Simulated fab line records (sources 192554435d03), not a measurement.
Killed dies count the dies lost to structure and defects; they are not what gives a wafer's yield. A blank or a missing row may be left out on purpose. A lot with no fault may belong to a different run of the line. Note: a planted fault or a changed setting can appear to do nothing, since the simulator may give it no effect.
Chamber matching    flow n5-finfet    N5_BEOL_M11_DESCUM_33 on rie-diel-04: 4 sister chambers
The step chemistry O2, time 7.9 s. 4 wafers are shown with their chamber, then 7 later ones without.

## WAFERS, EACH WITH ITS CHAMBER
wafer   chamber  showerhead-plenum-p-Torr (Torr)
L081.5  2        2.17
L082.2  3        2.22
L086.1  1        1.99
L086.3  0        2.07

## WAFERS WITH NO CHAMBER GIVEN
wafer   showerhead-plenum-p-Torr (Torr)
L086.4  2.16
L095.3  2.16
L095.5  2.22
L095.6  2.16
L094.1  2.07
L094.5  2.22
L094.6  2.07

## EACH ONE'S CHAMBER
wafer   from the rows above  in truth
L086.4  2                    2
L095.3  2                    2
L095.5  3                    3
L095.6  2                    2
L094.1  0                    0
L094.5  3                    3
L094.6  0                    0
Correctly placed: 7 of 7. Number that these rows cannot place: 0. Number placed wrongly: 0.
How it was worked out, from the rows above alone: a wafer's distance from a chamber is the root of the sum, over the readings, of the square of ((its reading less the chamber's mean) divided by the reading's scatter). If the next closest chamber is less than 2 further off than the closest, the wafer can't be placed; otherwise it belongs to the closest. Each chamber's mean is taken over the wafers shown for it. The scatter (one wafer shown for each chamber): square how far every hidden wafer sits from the nearest shown wafer, average those squares and take the square root.
